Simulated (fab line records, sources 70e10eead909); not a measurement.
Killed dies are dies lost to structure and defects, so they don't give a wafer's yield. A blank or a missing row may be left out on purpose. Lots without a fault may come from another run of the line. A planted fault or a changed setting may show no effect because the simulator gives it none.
fab line records | flow nand_harc
record lots=20 wafers=60 last_day=25
route steps=1159 shown A_CHANNEL_FILL_D1@493 A_STAIRCASE@530
lots that met no fault: from a run of the same line without faults
start_h: hours from the record's first day to the start of the lot's first wafer shown | wait_h: hours since the lot's step before | " the same as in the row above | L1.1+2: a row that stands for several wafers | - no value, or no start given | * or withheld: withheld | < > ~ a bound
route shown NAME@n: a module of which the file shows steps, and the number in the route of the first | usual: mean/standard deviation of fault-free wafers | same: alike in all rows | chamber/n: place in a boat | sites: the reading at each site | _std_site: their standard deviation | _edge_site: outer sites' mean less inner sites' | radius_mm: how far each site lies from the wafer's centre | mask NAME#n: copy n | behind: the tool/chamber that last shaped the wafer | hold: why the lot was held/for how many hours/how that ended | device: the transistor (n, p or np) that didn't switch | end of line: the same wafers' tests at the end of the route | a step without rows: its recipe alone | killed: dies lost to structure and defects at the first sort, not the wafer's yield | map: a wafer's dies, x killed, . not, _ none there
set.NAME: the setting as run; set.NAME@STEP: as run at that earlier step | model.NAME: the simulator's own value behind a step, which no gauge read
steps of the route over a sample of lots; a table a step, a row a wafer
services: from which hour (start_h, from the record's first day; less than 0 if before it) a tool's chamber was out of use, for how many hours, and why
## steps
# step NHARC_A_CHANNEL_FILL_D1_ALD_03
# recipe target_thk_a=60 pulse_time_s=60 ald_cycles=58 temp_c=630 pressure_torr=2 material=SiNx
# usual precursor_pulse_height_rel=1.000/0.02 susceptor_temp_C=629.97/0.29
# same pulse_time_s=60
# columns lot.wafer tool chamber start_h wait_h precursor_pulse_height_rel susceptor_temp_C
L075.1 ald_sin_batch-02 0 - - 1.027 -
L075.4 " 0 " " 1.053 -
L075.6 " 0 " " 1.007 -
L076.3 ald_sin_batch-01 0 - - 1.021 630.10
L076.4 " 0 " " 1.017 629.73
L076.5 " 0 " " 0.970 629.87
L077.4 ald_sin_batch-01 0 - - 0.984 630.00
L077.5 " 0 " " 0.988 630.28
L077.6 " 0 " " 0.990 630.13
L078.1 ald_sin_batch-02 0 - - 1.011 629.88
L078.3 " 0 " " 1.016 630.22
L078.4 " 0 " " 0.993 630.13
L079.1 ald_sin_batch-02 0 - - 0.988 629.97
L079.4 " 0 " " 0.968 630.42
L079.5 " 0 " " 0.992 629.95
L081.1 ald_sin_batch-03 0 - - 1.016 -
L081.3 " 0 " " 1.016 -
L081.6 " 0 " " 0.999 -
L082.1 ald_sin_batch-01 0 - - 1.000 630.28
L082.2 " 0 " " 0.993 630.41
L082.4 " 0 " " 1.010 630.50
L083.1 ald_sin_batch-01 0 - - 0.989 629.80
L083.2 " 0 " " 0.961 630.14
L083.4 " 0 " " 0.980 629.73
L084.4 ald_sin_batch-03 0 - - 0.993 629.73
L084.5 " 0 " " 1.013 629.39
L084.6 " 0 " " 0.989 629.57
L085.1 ald_sin_batch-03 0 - - 1.006 629.34
L085.4 " 0 " " 0.954 629.70
L085.5 " 0 " " 0.984 629.60
L086.1 ald_sin_batch-03 0 - - 1.014 629.51
L086.3 " 0 " " 1.001 630.28
L086.5 " 0 " " 1.017 630.12
L087.1 ald_sin_batch-01 0 - - 0.995 629.73
L087.5 " 0 " " 0.993 630.02
L087.6 " 0 " " 1.018 629.86
L090.1 ald_sin_batch-01 0 - - 0.952 -
L090.3 " 0 " " 1.021 -
L090.6 " 0 " " 1.003 -
L091.4 ald_sin_batch-01 0 - - 0.973 629.89
L091.5 " 0 " " 1.001 630.15
L091.6 " 0 " " 0.972 629.98
L092.1 ald_sin_batch-01 0 - - 1.003 629.84
L092.2 " 0 " " 1.025 629.52
L092.3 " 0 " " 0.966 629.84
L093.2 ald_sin_batch-03 0 - - 0.970 630.00
L093.3 " 0 " " 0.994 630.33
L093.6 " 0 " " 0.986 629.70
L094.2 ald_sin_batch-03 0 - - 1.027 629.92
L094.4 " 0 " " 1.029 629.88
L094.5 " 0 " " 0.998 629.89
L095.3 ald_sin_batch-02 0 - - 1.007 630.14
L095.5 " 0 " " 1.017 630.43
L095.6 " 0 " " 0.993 630.34
L097.3 ald_sin_batch-02 0 - - 0.981 630.21
L097.4 " 0 " " 0.989 629.85
L097.6 " 0 " " 1.011 630.04
L096.1 ald_sin_batch-01 0 - - 0.992 -
L096.2 " 0 " " 1.010 -
L096.3 " 0 " " 0.963 -
# step NHARC_A_STAIRCASE_DESCUM_168
# recipe time_s=3 o2_flow_sccm=200 ar_flow_sccm=0 bias_power_w=0 chemistry=O2
# usual drypump_motor_current_A=5.76/0.27 o2_flow_sccm=200.0/0.59 oes_product_au=1.007/0.014 rf_vpp_V=57.7/0.86 showerhead_plenum_p_Torr=1.88/0.081 throttle_valve_pct=11.310/0.009
# same bias_power_w=0 time_s=3
# columns lot.wafer tool chamber start_h wait_h drypump_motor_current_A o2_flow_sccm oes_product_au rf_hours_counter_h rf_vpp_V showerhead_plenum_p_Torr throttle_valve_pct
L075.4 rie_diel-07 0 242.14 - 5.55 200.0 0.999 2 59.7 1.99 11.316
L075.1 " 1 " " 5.65 199.3 1.028 2 58.4 1.96 11.311
L075.6 " 2 " " 5.97 199.8 1.017 - 57.2 1.92 11.313
L077.4 rie_diel-01 3 246.30 - 5.94 199.4 0.986 30 56.6 1.81 11.302
L077.5 " 3 " " 5.95 199.6 0.985 - 56.5 1.81 11.313
L077.6 " 0 " " 5.66 200.4 1.029 - 58.7 1.93 11.306
L076.3 rie_diel-02 2 246.48 - 5.77 200.4 0.995 31 57.2 1.94 11.330
L076.4 " 0 " " 6.00 201.5 1.018 31 55.9 1.84 11.300
L076.5 " 2 " " 5.77 200.8 1.001 - 59.0 1.94 11.314
L079.4 rie_diel-02 2 254.99 - 5.74 198.9 1.005 34 58.5 1.94 11.319
L079.1 " 3 " " 5.28 200.5 1.006 25 57.2 1.89 11.315
L079.5 " 2 " " 5.75 199.5 0.997 - 57.7 1.94 11.313
L078.4 rie_diel-01 3 255.23 - 5.98 199.8 0.988 35 56.7 1.81 11.303
L078.3 " 0 " " 5.67 199.4 1.018 39 58.5 1.93 11.301
L078.1 " 2 " " 5.73 199.4 1.006 41 57.1 1.77 11.310
L081.1 rie_diel-01 3 269.74 - 5.93 199.8 0.988 43 56.7 1.81 11.312
L081.3 " 0 " " 5.67 199.7 1.019 46 57.1 1.93 11.323
L081.6 " 1 " " 5.40 200.5 1.007 - 57.3 1.80 11.309
L082.1 rie_diel-01 3 286.36 - 5.97 199.7 0.991 48 57.6 1.80 11.313
L082.2 " 1 " " 5.37 200.9 1.010 45 55.4 1.80 11.301
L082.4 " 2 " " 5.72 199.8 1.010 53 57.1 1.77 11.317
L083.1 rie_diel-01 0 286.53 - 5.66 199.5 1.029 51 57.2 1.93 11.318
L083.2 " 1 " " 5.35 200.1 1.019 45 56.8 1.80 11.311
L083.4 " 2 " " 5.71 200.4 1.012 53 57.4 1.77 11.310
L084.4 rie_diel-01 2 289.77 - 5.72 199.5 0.997 - 56.7 1.77 11.300
L084.5 " 0 " " 5.65 199.8 1.022 - 58.4 1.93 11.330
L084.6 " 1 " " 5.40 200.4 1.008 - 57.2 1.80 11.297
L085.1 rie_diel-07 2 289.96 - 5.95 199.5 1.015 19 57.5 1.91 11.311
L085.4 " 0 " " 5.52 199.4 1.004 19 57.2 1.98 11.321
L085.5 " 3 " " 6.17 198.8 1.019 - 59.5 2.01 11.299
L086.1 rie_diel-01 0 305.55 - 5.64 200.3 1.022 59 57.8 1.92 11.316
L086.3 " 2 " " 5.72 199.6 1.008 61 56.3 1.76 11.295
L086.5 " 1 " " 5.37 200.6 1.006 - 57.6 1.80 11.306
L087.1 rie_diel-01 3 309.68 - 6.00 200.5 1.000 55 56.7 1.80 11.311
L087.5 " 3 " " 5.94 199.5 0.998 - 57.6 1.80 11.313
L087.6 " 0 " " 5.67 199.7 1.013 - 57.7 1.92 11.311
L090.1 rie_diel-01 1 335.29 - 5.35 200.6 1.005 4 57.7 1.80 11.311
L090.3 " 3 " " 5.97 200.2 1.008 4 56.9 1.80 11.315
L090.6 " 2 " " 5.72 199.2 1.010 - 58.5 2.08 11.297
L091.4 rie_diel-01 0 335.35 - 5.66 200.2 0.998 3 59.1 1.92 11.301
L091.5 " 3 " " 5.93 200.1 0.989 - 58.5 1.80 11.319
L091.6 " 0 " " 5.65 200.4 0.997 - 58.1 1.92 11.316
L092.3 rie_diel-02 1 339.08 - 6.17 200.3 1.013 1 57.3 1.89 11.308
L092.2 " 2 " " 5.74 200.9 0.975 1 57.0 1.93 11.319
L092.1 " 3 " " 5.27 199.3 0.999 1 57.8 1.88 11.299
L093.2 rie_diel-01 3 343.00 - 5.97 199.1 1.008 6 58.2 1.80 11.309
L093.3 " 2 " " 5.73 199.8 1.015 7 56.5 2.07 11.288
L093.6 " 0 " " 5.66 199.8 1.004 - 56.4 1.92 11.311
L094.2 rie_diel-02 0 351.84 - 5.99 200.4 0.985 7 57.5 1.83 11.286
L094.4 " 2 " " 5.78 199.5 0.973 6 59.2 1.93 11.313
L094.5 " 0 " " 5.98 199.4 0.986 - 58.0 1.83 11.315
L095.3 rie_diel-07 1 357.82 - 5.64 200.7 1.024 46 58.8 1.95 11.310
L095.5 " 1 " " 5.70 200.7 1.033 - 57.2 1.95 11.314
L095.6 " 3 " " 6.17 200.2 1.008 - 57.0 2.00 11.312
L097.3 rie_diel-07 2 358.04 - 5.91 200.2 1.014 45 57.4 1.91 11.295
L097.4 " 1 " " 5.63 199.2 1.030 - 58.5 1.95 11.297
L097.6 " 2 " " 5.93 199.8 1.016 - 56.8 1.91 11.325
L096.1 rie_diel-07 2 366.18 - 5.92 200.3 1.020 48 58.4 1.90 11.311
L096.2 " 3 " " 6.20 200.5 1.021 48 57.0 2.00 11.305
L096.3 " 0 " " 5.52 198.9 1.004 45 57.9 1.97 11.327
# step NHARC_A_STAIRCASE_TRIM_14
# recipe time_s=211.2 o2_flow_sccm=500 ar_flow_sccm=0 bias_w=0 chemistry=O2
# usual drypump_motor_current_A=5.76/0.27 o2_flow_sccm=500.1/1.4 oes_product_au=1.006/0.011 rf_vpp_V=57.8/0.88 showerhead_plenum_p_Torr=3.53/0.13 throttle_valve_pct=17.035/0.009
# same bias_w=0 time_s=211.2
# columns lot.wafer tool chamber start_h wait_h drypump_motor_current_A o2_flow_sccm oes_product_au rf_hours_counter_h rf_vpp_V showerhead_plenum_p_Torr throttle_valve_pct
L075.1 rie_diel-07 2 - - 5.95 500.3 1.014 2 59.1 3.54 17.041
L075.4 " 3 " " 6.18 500.7 1.007 2 58.5 3.71 17.031
L075.6 " 3 " " 6.18 502.4 1.017 - 58.7 3.71 17.033
L077.4 rie_diel-07 1 - - 5.67 502.6 1.030 3 57.4 3.61 17.035
L077.6 " 0 " " 5.52 499.4 1.009 - 60.4 3.65 17.049
L077.5 " 1 " " 5.70 499.6 1.035 - 58.3 3.61 17.029
L076.4 rie_diel-07 3 - - 6.20 502.7 1.016 4 59.0 3.70 17.037
L076.3 " 0 " " 5.54 497.9 0.996 4 58.1 3.65 17.048
L076.5 " 1 " " 5.66 499.4 1.031 - 57.6 3.61 17.023
L079.4 rie_diel-07 1 - - 5.66 500.2 1.022 8 57.7 3.61 17.034
L079.1 " 0 " " 5.54 502.6 1.003 9 57.4 3.65 17.045
L079.5 " 2 " " 5.92 499.0 1.009 - 59.0 3.53 17.041
L078.3 rie_diel-02 2 - - 5.77 498.7 0.995 36 57.8 3.57 17.006
L078.4 " 3 " " 5.26 500.3 1.011 27 58.0 3.48 17.043
L078.1 " 1 " " 6.19 499.1 1.017 37 57.0 3.50 17.027
L081.3 rie_diel-07 1 - - 5.66 499.5 1.025 13 58.1 3.61 17.031
L081.1 " 3 " " 6.19 500.7 1.001 13 58.1 3.70 17.037
L081.6 " 2 " " 5.93 502.3 1.008 - 57.4 3.53 17.045
L082.2 rie_diel-07 0 - - 5.56 500.0 1.004 19 58.1 3.65 17.042
L082.4 " 1 " " 5.64 498.9 1.018 18 57.8 3.60 17.043
L082.1 " 2 " " 5.96 500.7 1.012 18 58.3 3.53 17.042
L083.1 rie_diel-02 1 - - 6.21 497.7 0.999 45 57.6 3.50 17.032
L083.4 " 2 " " 5.76 499.6 1.001 45 57.5 3.56 17.024
L083.2 " 0 " " 6.00 498.8 0.996 44 57.5 3.39 17.026
L085.1 rie_diel-07 1 - - 5.63 499.7 1.018 21 57.2 3.60 17.024
L085.4 " 2 " " 5.93 500.5 1.003 21 57.7 3.53 17.030
L085.5 " 3 " " 6.18 497.1 0.999 - 58.7 3.69 17.038
L084.4 rie_diel-02 2 - - 5.76 500.1 1.005 48 58.7 3.56 17.051
L084.5 " 2 " " 5.77 497.8 1.004 - 56.9 3.56 17.044
L084.6 " 3 " " 5.27 500.9 0.990 - 58.3 3.47 17.036
L086.1 rie_diel-01 0 - - 5.67 499.5 1.019 60 57.5 3.55 17.029
L086.3 " 1 " " 5.39 498.4 1.007 54 58.3 3.33 17.044
L086.5 " 2 " " 5.71 497.2 1.012 - 58.0 3.27 17.038
L087.1 rie_diel-07 3 - - 6.19 499.0 1.001 29 57.7 3.69 17.038
L087.6 " 3 " " 6.20 500.5 1.013 - 57.8 3.69 17.041
L087.5 " 0 " " 5.52 500.5 1.000 - 56.6 3.64 17.037
L091.4 rie_diel-02 1 - - 6.21 503.3 1.019 0 56.5 3.49 17.018
L091.6 " 3 " " 5.28 500.4 0.987 - 58.5 3.47 17.040
L091.5 " 0 " " 6.04 501.2 1.003 - 56.7 3.38 17.041
L090.1 rie_diel-01 3 - - 5.94 499.8 1.001 4 57.8 3.34 17.040
L090.3 " 0 " " 5.67 500.9 0.998 4 57.6 3.54 17.033
L090.6 " 0 " " 5.66 498.9 0.992 - 57.6 3.54 17.021
L092.1 rie_diel-01 0 - - 5.67 501.4 1.004 6 58.6 3.54 17.036
L092.3 " 1 " " 5.40 500.2 1.000 7 57.5 3.32 17.045
L092.2 " 3 " " 5.99 501.4 1.009 6 58.0 3.33 17.022
L093.2 rie_diel-01 0 - - 5.69 499.9 1.005 6 58.0 3.54 17.030
L093.3 " 2 " " 5.69 499.5 1.013 8 58.2 3.80 17.031
L093.6 " 0 " " 5.67 500.1 1.017 - 58.2 3.54 17.038
L094.4 rie_diel-01 2 - - 5.70 501.5 1.013 11 58.1 3.80 17.020
L094.2 " 3 " " 5.98 499.0 1.007 11 57.8 3.33 17.044
L094.5 " 2 " " 5.71 500.3 1.005 - 57.9 3.80 17.032
L097.3 rie_diel-01 1 - - 5.40 500.8 1.004 14 58.3 3.32 17.026
L097.4 " 2 " " 5.72 500.3 1.009 14 58.8 3.80 17.038
L097.6 " 3 " " 5.93 500.3 1.003 - 59.9 3.33 17.033
L095.3 rie_diel-07 2 - - 5.97 499.8 1.008 46 59.0 3.51 17.031
L095.6 " 0 " " 5.55 499.5 1.010 - 57.1 3.63 17.044
L095.5 " 1 " " 5.65 499.4 1.012 - 58.3 3.59 17.045
L096.2 rie_diel-02 2 - - 5.79 502.1 0.983 12 58.3 3.55 17.040
L096.1 " 0 " " 6.02 500.2 0.984 14 57.4 3.38 17.040
L096.3 " 1 " " 6.18 499.5 1.009 15 56.8 3.48 17.033
# step NHARC_A_STAIRCASE_STRIP_175
# recipe power_w=1500 temp_c=250 chemistry=O2
# usual drypump_motor_current_A=5.6/0.48 heater_power_w=326/23
# columns lot.wafer tool chamber start_h wait_h drypump_motor_current_A heater_power_w rf_hours_counter_h
L075.1 plasma_asher-02 0 246.20 0.1 6.1 331 17
L075.4 " 1 " " 4.9 295 -
L075.6 " 0 " " 6.1 331 -
L076.3 plasma_asher-02 0 250.90 0.2 6.1 328 -
L076.4 " 1 " " 4.8 300 -
L076.5 " 0 " " 6.1 339 -
L077.4 plasma_asher-02 1 252.08 0.2 4.9 296 -
L077.5 " 0 " " 6.1 336 -
L077.6 " 1 " " 4.9 296 -
L079.1 plasma_asher-02 0 261.09 0.4 6.1 329 24
L079.4 " 0 " " 6.1 326 -
L079.5 " 1 " " 4.9 288 -
L078.1 plasma_asher-02 0 261.63 0.1 6.1 324 24
L078.3 " 1 " " 4.9 296 -
L078.4 " 0 " " 6.1 329 -
L081.1 plasma_asher-02 0 273.93 0.1 6.1 317 26
L081.3 " 0 " " 6.1 320 -
L081.6 " 0 " " 6.1 337 -
L083.1 plasma_asher-01 0 293.01 0.1 5.5 363 2
L083.2 " 1 " " 5.8 329 2
L083.4 " 1 " " 5.8 330 -
L082.1 plasma_asher-02 1 293.52 0.1 4.9 297 36
L082.2 " 0 " " 6.1 326 36
L082.4 " 1 " " 4.9 297 -
L085.1 plasma_asher-02 0 295.99 0.1 6.1 321 36
L085.4 " 0 " " 6.1 331 -
L085.5 " 1 " " 4.9 293 -
L084.4 plasma_asher-01 1 296.68 0.2 5.8 330 -
L084.5 " 1 " " 5.8 334 -
L084.6 " 0 " " 5.5 370 -
L086.1 plasma_asher-01 1 309.79 0.2 5.8 333 7
L086.3 " 0 " " 5.5 358 -
L086.5 " 1 " " 5.8 335 -
L087.1 plasma_asher-02 0 314.29 0.1 6.1 334 44
L087.6 " 0 " " 6.1 330 -
L087.5 " 1 " " 4.9 298 -
L090.1 plasma_asher-02 0 340.02 0.1 6.1 327 51
L090.3 " 0 " " 6.1 326 -
L090.6 " 0 " " 6.1 331 -
L091.4 plasma_asher-02 0 341.45 0.2 6.1 327 -
L091.6 " 0 " " 6.1 323 -
L091.5 " 1 " " 4.9 297 -
L092.1 plasma_asher-02 0 344.52 0.1 6.1 337 53
L092.2 " 1 " " 4.9 292 53
L092.3 " 0 " " 6.1 333 -
L093.2 plasma_asher-01 1 347.26 0.1 5.8 325 19
L093.3 " 0 " " 5.5 368 -
L093.6 " 0 " " 5.5 371 -
L094.2 plasma_asher-01 0 356.50 0.1 5.5 358 22
L094.4 " 0 " " 5.5 365 -
L094.5 " 0 " " 5.5 359 -
L097.4 plasma_asher-01 1 364.65 2.1 5.8 330 -
L097.3 " 0 " " 5.5 362 -
L097.6 " 1 " " 5.8 332 -
L095.3 plasma_asher-01 0 364.97 2.2 5.5 362 -
L095.6 " 1 " " 5.8 324 -
L095.5 " 0 " " 5.5 361 -
L096.2 plasma_asher-02 0 370.79 0.1 6.1 352 1
L096.1 " 1 " " 4.9 296 1
L096.3 " 0 " " 6.1 346 -
# step NHARC_A_STAIRCASE_TRIM_189
# recipe time_s=211.2 o2_flow_sccm=500 ar_flow_sccm=0 bias_w=0 chemistry=O2
# usual drypump_motor_current_A=5.77/0.26 o2_flow_sccm=500.0/1.6 oes_product_au=1.005/0.013 rf_vpp_V=57.7/0.82 showerhead_plenum_p_Torr=3.49/0.15 throttle_valve_pct=17.037/0.0078
# same bias_w=0 time_s=211.2
# columns lot.wafer tool chamber start_h wait_h drypump_motor_current_A o2_flow_sccm oes_product_au rf_hours_counter_h rf_vpp_V showerhead_plenum_p_Torr throttle_valve_pct
L075.1 rie_diel-07 3 - - 6.19 499.8 1.021 3 58.0 3.71 17.039
L075.4 " 0 " " 5.52 497.8 1.006 3 58.5 3.65 17.027
L075.6 " 3 " " 6.20 498.8 1.006 - 58.5 3.71 17.038
L076.4 rie_diel-01 2 - - 5.73 501.4 1.005 40 57.1 3.28 17.039
L076.3 " 1 " " 5.38 498.5 0.998 33 58.6 3.34 17.037
L076.5 " 3 " " 5.95 502.0 0.993 - 57.7 3.35 17.041
L077.4 rie_diel-07 3 - - 6.20 503.7 1.015 6 57.2 3.70 17.035
L077.6 " 2 " " 5.96 498.9 1.004 - 58.0 3.54 17.043
L077.5 " 3 " " 6.20 504.9 1.008 - 58.5 3.70 17.038
L079.4 rie_diel-02 2 - - 5.77 500.2 0.998 36 57.0 3.57 17.034
L079.1 " 3 " " 5.28 498.9 1.005 28 57.7 3.48 17.036
L079.5 " 0 " " 6.03 497.9 1.008 - 57.1 3.40 17.024
L078.4 rie_diel-01 2 - - 5.76 499.8 1.004 45 57.1 3.28 17.043
L078.3 " 3 " " 5.93 501.6 0.983 40 59.6 3.35 17.045
L078.1 " 0 " " 5.67 501.9 1.022 44 56.9 3.55 17.032
L081.3 rie_diel-01 1 - - 5.39 500.5 1.019 42 56.9 3.33 17.037
L081.1 " 0 " " 5.68 499.7 1.026 48 58.4 3.55 17.033
L081.6 " 2 " " 5.74 499.0 1.005 - 56.0 3.28 17.030
L083.4 rie_diel-01 2 - - 5.75 500.3 1.009 57 56.4 3.27 17.026
L083.1 " 0 " " 5.67 500.5 1.029 55 56.5 3.55 17.043
L083.2 " 1 " " 5.39 501.4 1.006 49 56.2 3.33 17.038
L082.2 rie_diel-01 0 - - 5.67 499.6 1.032 55 57.7 3.55 17.037
L082.4 " 1 " " 5.40 497.5 1.011 50 57.6 3.33 17.040
L082.1 " 2 " " 5.74 500.4 1.003 58 57.5 3.27 17.054
L085.1 rie_diel-01 2 - - 5.75 501.6 1.012 59 57.0 3.27 17.025
L085.4 " 0 " " 5.66 497.2 1.020 57 58.6 3.55 17.035
L085.5 " 3 " " 5.96 500.4 0.993 - 57.2 3.34 17.045
L084.4 rie_diel-07 1 - - 5.68 498.9 1.018 23 57.8 3.60 17.042
L084.5 " 0 " " 5.55 503.2 0.996 - 58.1 3.64 17.040
L084.6 " 1 " " 5.65 498.9 1.008 - 56.6 3.60 17.025
L086.1 rie_diel-01 2 - - 5.76 499.7 1.000 64 57.1 3.27 17.040
L086.3 " 0 " " 5.67 500.6 1.013 61 57.0 3.54 17.026
L086.5 " 2 " " 5.74 500.1 1.007 - 57.9 3.27 17.030
L087.1 rie_diel-07 0 - - 5.54 499.5 0.995 30 57.9 3.64 17.040
L087.6 " 2 " " 5.93 499.0 1.005 - 59.3 3.52 17.048
L087.5 " 3 " " 6.17 501.3 1.008 - 57.4 3.69 17.044
L090.3 rie_diel-02 2 - - 5.76 499.5 0.960 2 56.9 3.55 17.039
L090.1 " 0 " " 6.01 501.1 0.977 3 57.0 3.38 17.048
L090.6 " 1 " " 6.19 499.4 1.002 - 57.4 3.49 17.035
L091.4 rie_diel-07 0 - - 5.54 498.1 1.010 42 59.0 3.63 17.039
L091.6 " 0 " " 5.54 498.2 1.004 - 58.1 3.63 17.044
L091.5 " 1 " " 5.68 502.4 1.025 - 58.2 3.59 17.045
L092.1 rie_diel-01 0 - - 5.68 497.7 1.000 7 58.1 3.54 17.033
L092.2 " 1 " " 5.38 497.5 1.004 8 57.5 3.32 17.036
L092.3 " 3 " " 5.99 500.1 1.004 7 57.2 3.33 17.034
L093.3 rie_diel-01 3 - - 5.97 501.4 1.001 8 57.8 3.33 17.039
L093.2 " 0 " " 5.67 501.3 1.004 9 58.7 3.54 17.028
L093.6 " 3 " " 5.96 499.2 0.998 - 58.1 3.33 17.033
L094.2 rie_diel-07 1 - - 5.71 499.6 1.019 46 59.0 3.59 17.039
L094.5 " 1 " " 5.64 502.1 1.015 - 56.5 3.59 17.027
L094.4 " 2 " " 5.95 499.3 1.006 - 59.1 3.51 17.041
L097.3 rie_diel-01 0 - - 5.66 498.7 0.999 18 56.6 3.53 17.031
L097.4 " 1 " " 5.38 499.7 1.003 17 58.3 3.32 17.046
L097.6 " 3 " " 5.93 500.4 1.020 - 57.5 3.33 17.039
L095.3 rie_diel-01 1 - - 5.38 500.1 1.000 17 58.1 3.32 17.037
L095.6 " 1 " " 5.37 499.5 1.002 - 58.1 3.32 17.040
L095.5 " 2 " " 5.69 500.4 1.006 - 58.5 3.80 17.039
L096.1 rie_diel-07 0 - - 5.55 500.1 1.011 48 57.8 3.63 17.031
L096.3 " 2 " " 5.99 497.0 1.011 50 58.4 3.51 17.041
L096.2 " 3 " " 6.20 502.7 1.011 51 59.3 3.68 17.064
# step NHARC_A_STAIRCASE_TRIM_202
# recipe time_s=211.2 o2_flow_sccm=500 ar_flow_sccm=0 bias_w=0 chemistry=O2
# usual drypump_motor_current_A=5.79/0.28 o2_flow_sccm=499.8/1.4 oes_product_au=1.003/0.012 rf_vpp_V=57.8/0.85 showerhead_plenum_p_Torr=3.50/0.13 throttle_valve_pct=17.035/0.0083
# same bias_w=0 time_s=211.2
# columns lot.wafer tool chamber start_h wait_h drypump_motor_current_A o2_flow_sccm oes_product_au rf_hours_counter_h rf_vpp_V showerhead_plenum_p_Torr throttle_valve_pct
L075.4 rie_diel-02 0 - - 6.03 500.1 1.008 32 56.4 3.40 17.029
L075.1 " 2 " " 5.77 498.1 0.992 32 58.9 3.57 17.030
L075.6 " 0 " " 6.02 498.7 1.004 - 57.4 3.40 17.040
L076.3 rie_diel-01 2 - - 5.75 501.5 1.013 41 57.5 3.28 17.011
L076.4 " 0 " " 5.67 500.3 1.024 39 57.6 3.56 17.042
L076.5 " 3 " " 6.00 501.6 0.987 - 58.2 3.35 17.049
L077.4 rie_diel-01 0 - - 5.67 498.1 1.019 41 57.7 3.56 17.038
L077.5 " 2 " " 5.72 497.5 1.010 - 57.6 3.28 17.028
L077.6 " 3 " " 6.00 501.9 0.982 - 56.7 3.35 17.040
L079.1 rie_diel-02 1 - - 6.19 497.9 1.019 38 57.8 3.50 17.037
L079.4 " 3 " " 5.25 499.9 1.001 28 57.6 3.48 17.030
L079.5 " 2 " " 5.77 499.3 0.986 - 57.4 3.57 17.036
L078.3 rie_diel-01 2 - - 5.73 500.2 1.003 46 56.8 3.28 17.032
L078.4 " 3 " " 5.94 500.3 0.986 42 57.5 3.35 17.038
L078.1 " 0 " " 5.69 501.2 1.025 45 56.5 3.55 17.020
L081.1 rie_diel-02 2 - - 5.76 498.9 0.991 42 58.3 3.57 17.021
L081.3 " 0 " " 6.03 498.7 0.990 41 57.9 3.39 17.039
L081.6 " 3 " " 5.29 503.1 0.984 - 56.7 3.48 17.032
L083.2 rie_diel-01 2 - - 5.70 499.4 1.013 59 58.4 3.27 17.034
L083.1 " 3 " " 5.95 500.9 0.988 51 56.6 3.34 17.038
L083.4 " 0 " " 5.67 500.5 1.016 56 58.0 3.55 17.016
L082.2 rie_diel-07 0 - - 5.55 501.8 1.003 24 57.6 3.64 17.051
L082.1 " 1 " " 5.69 501.6 1.031 22 57.4 3.60 17.038
L082.4 " 2 " " 5.94 499.5 1.011 22 58.8 3.53 17.031
L085.4 rie_diel-02 3 - - 5.28 499.7 0.994 42 57.3 3.47 17.034
L085.1 " 1 " " 6.18 501.0 1.000 49 55.9 3.50 17.043
L085.5 " 3 " " 5.27 500.4 0.979 - 57.8 3.47 17.033
L084.4 rie_diel-07 0 - - 5.54 498.4 0.999 26 57.9 3.64 17.026
L084.5 " 0 " " 5.56 499.9 1.005 - 57.9 3.64 17.025
L084.6 " 1 " " 5.69 500.1 1.021 - 58.0 3.60 17.042
L086.1 rie_diel-02 1 - - 6.22 500.8 1.015 53 57.7 3.49 17.039
L086.3 " 0 " " 6.02 500.6 1.008 54 58.1 3.39 17.038
L086.5 " 2 " " 5.75 501.1 1.004 - 57.9 3.56 17.038
L087.1 rie_diel-02 2 - - 5.76 501.5 0.987 57 58.1 3.56 17.026
L087.6 " 2 " " 5.75 498.3 0.991 - 56.7 3.56 17.046
L087.5 " 3 " " 5.27 500.7 0.988 - 56.6 3.47 17.030
L090.1 rie_diel-02 2 - - 5.74 499.8 0.973 3 57.1 3.55 17.036
L090.3 " 3 " " 5.27 500.0 0.989 3 59.0 3.47 17.044
L090.6 " 0 " " 5.99 499.4 0.987 - 57.7 3.38 17.034
L091.4 rie_diel-07 0 - - 5.53 500.1 0.996 42 58.1 3.63 17.037
L091.5 " 2 " " 5.96 497.3 1.001 - 58.3 3.52 17.041
L091.6 " 3 " " 6.18 501.5 1.005 - 56.9 3.68 17.019
L092.2 rie_diel-01 1 - - 5.43 501.2 1.010 10 57.3 3.32 17.051
L092.3 " 2 " " 5.71 499.4 1.022 9 58.5 3.80 17.039
L092.1 " 3 " " 5.96 498.4 1.005 8 57.6 3.33 17.033
L093.3 rie_diel-01 1 - - 5.38 500.3 0.993 10 57.4 3.32 17.023
L093.2 " 3 " " 5.98 498.5 0.993 9 57.8 3.33 17.035
L093.6 " 0 " " 5.66 499.7 0.982 - 58.3 3.54 17.051
L094.4 rie_diel-07 0 - - 5.54 501.3 1.011 44 58.3 3.63 17.042
L094.2 " 1 " " 5.67 498.3 1.027 47 59.0 3.59 17.024
L094.5 " 3 " " 6.20 497.3 1.012 - 59.1 3.68 17.036
L097.4 rie_diel-01 3 - - 5.95 500.2 0.998 19 55.6 3.33 17.045
L097.3 " 0 " " 5.68 498.3 0.994 19 59.3 3.53 17.034
L097.6 " 1 " " 5.40 501.5 1.001 - 58.1 3.32 17.045
L095.3 rie_diel-02 2 - - 5.77 498.5 0.997 13 56.9 3.55 17.029
L095.6 " 0 " " 6.01 502.9 0.992 - 58.3 3.38 17.027
L095.5 " 1 " " 6.18 498.9 1.023 - 57.5 3.48 17.049
L096.3 rie_diel-07 2 - - 5.95 501.8 1.005 51 58.7 3.51 17.027
L096.1 " 3 " " 6.20 499.1 1.009 52 58.0 3.68 17.029
L096.2 " 0 " " 5.52 499.7 1.015 48 58.3 3.63 17.042
## services
# columns tool chamber start_h hours kind
rie_diel-01 0 171.44 - clean
rie_diel-01 1 171.44 - clean
rie_diel-01 2 171.44 - clean
rie_diel-01 3 171.44 - clean
rie_diel-01 1 179.86 7.3 repair
plasma_asher-02 - 183.25 9.0 pm
rie_diel-02 1 193.72 2.0 repair
rie_diel-01 0 195.95 - clean
rie_diel-01 1 195.95 - clean
rie_diel-01 2 195.95 - clean
rie_diel-01 3 195.95 - clean
rie_diel-02 3 196.56 13.3 repair
rie_diel-01 1 215.95 7.9 repair
rie_diel-01 3 219.31 15.7 repair
rie_diel-07 - 228.20 9.0 pm
plasma_asher-01 - 276.24 9.0 pm
rie_diel-01 3 288.44 4.6 repair
rie_diel-02 - 297.41 0.8 repair
plasma_asher-02 - 300.30 0.7 repair
ald_sin_batch-03 - 314.00 26.0 pm
rie_diel-01 - 314.86 9.0 pm
rie_diel-02 - 327.99 9.0 pm
rie_diel-07 0 347.99 10.7 repair
plasma_asher-02 - 360.25 9.0 pm
## key
fault none
